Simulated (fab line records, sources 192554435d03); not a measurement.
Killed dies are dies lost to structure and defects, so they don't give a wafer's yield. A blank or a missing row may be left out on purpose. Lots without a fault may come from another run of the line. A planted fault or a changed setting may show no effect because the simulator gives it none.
A struck lot beside a sound one | flow n5_finfet | 15 steps out of a route of 1938
Sound: wafers L467.1, L467.2, L467.3. Struck: wafers L483.2, L483.3, L483.6. The cause comes at the end.
At each step with rows: each side's tool, then ch and its chambers, then its first start. Under that, the readings that differ: sound wafers | struck wafers | difference of the means | sigmas: that difference in standard deviations of wafers without a fault.
alike: readings whose means differ by less than 2 such deviations, and words and numbers that are the same on both sides. not compared: withheld readings, readings that some wafer has no value for, bounds like >300 that may hide the same value, and numbers for which the record gives no deviation and whose values overlap.
The two part at a step that has a row with sigmas, a row that says differs or no value, or rows on one side only. Numbers that don't overlap but have no deviation are shown without sigmas and don't part them. A reading that every wafer of one side lacks parts them only if that side has two wafers or more.

first, 1 step without rows for these wafers: N5_BEOL_M10_ANNEAL_51 (time 90 s).
N5_BEOL_M10_CMP_52: polishes, stops on SiCOH lowk, t overpolish 7 s, target thk 140 nm.
  sound on cmp-03 ch 0,1,2, day 10 14:04; struck on cmp-03 ch 0,2,3, day 15 10:56
  alike: barrier_field_endpoint_s, motor_current_A, overpolish_run_s, time_to_endpoint_s
N5_BEOL_M10_THK_MEAS_53: measures by xrf.
  sound on film_metro-02, day 10 14:21; struck on film_metro-01, day 15 11:09
  alike: M10_THK
then, 1 step without rows for these wafers: N5_BEOL_M10_PRE_CLEAN_55 (time 15 s).
N5_BEOL_M10_DEP_56: deposits SiCN from 3MS/NH3, target thk 15 nm, time 26.5 s.
  sound on pecvd-03 ch 0,1, day 10 14:26; struck on pecvd-01 ch 0,1, day 15 11:13
  alike: showerhead_plenum_p_Torr, throttle_valve_pct
N5_BEOL_M10_RS_MEAS_57: measures by four-point-probe.
  sound on film_metro-02, day 10 14:31; struck on film_metro-01, day 15 11:17
  alike: M10_RS
N5_BEOL_M10_INSPECT_58: inspects for defects (darkfield).
  sound on defect_inspect-02, day 10 14:33; struck on defect_inspect-01, day 15 11:19
  alike: raw_defect_count
N5_BEOL_M11_ILD_DEP_00: deposits SiCOH lowk from DEMS/porogen, target thk 308.51 nm, time 58 s.
  sound on pecvd-02 ch 0,1,2, day 10 14:35; struck on pecvd-04 ch 0,2, day 15 11:20
  alike: heater_power_w, showerhead_plenum_p_Torr, throttle_valve_pct
then, 1 step without rows for these wafers: N5_BEOL_M11_CURE_71 (cures SiCOH lowk, time 240 s).
N5_BEOL_M11_THK_MEAS_01:
  sound on film_metro-02, day 10 15:10; struck on film_metro-02, day 15 11:56
  alike: M11_ILD_THK
N5_BEOL_M11_PECVD_70: deposits SiO2 from TEOS/O2, target thk 20 nm, time 22.7 s.
  sound on pecvd-02 ch 0,1,2, day 10 15:13; struck on pecvd-04 ch 0,1, day 15 11:58
  alike: heater_power_w, showerhead_plenum_p_Torr, throttle_valve_pct
N5_BEOL_M11_HM_DEP_02: deposits TiN, target thk 20 nm.
  sound on pvd_sputter-01, day 10 15:55; struck on pvd_sputter-03, day 15 12:48
  alike: throttle_valve_pct
N5_BEOL_M11_COAT_59: time 60 s, resist thk 100 nm.
  sound on litho_track-03 ch 0, day 10 16:02; struck on litho_track-03 ch 0, day 15 12:55
  reading                  | sound                | struck               | difference | sigmas
  heater_power_total_W (W) | 498.0 499.6 497.6    | 489.4 487.4 488.8    | -9.9       | -5
  plate_temp_C (C)         | 249.87 249.63 249.86 | 245.22 245.25 245.29 | -4.53      | -25
then, 1 step without rows for these wafers: N5_BEOL_M11_COAT_60 (time 60 s, resist thk 30 nm).
N5_PASSIVATION_PROBE_49:
  the record has rows for the sound wafers here (prober-02, day 12 21:38) and none for the struck ones

WHERE THEY PART
First at N5_BEOL_M11_COAT_59; last, within this record, at N5_PASSIVATION_PROBE_49.

WHY: what the simulator had put in
Process parameter drift: litho_track-03, from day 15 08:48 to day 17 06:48, at N5_BEOL_M11_COAT_59. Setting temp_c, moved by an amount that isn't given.
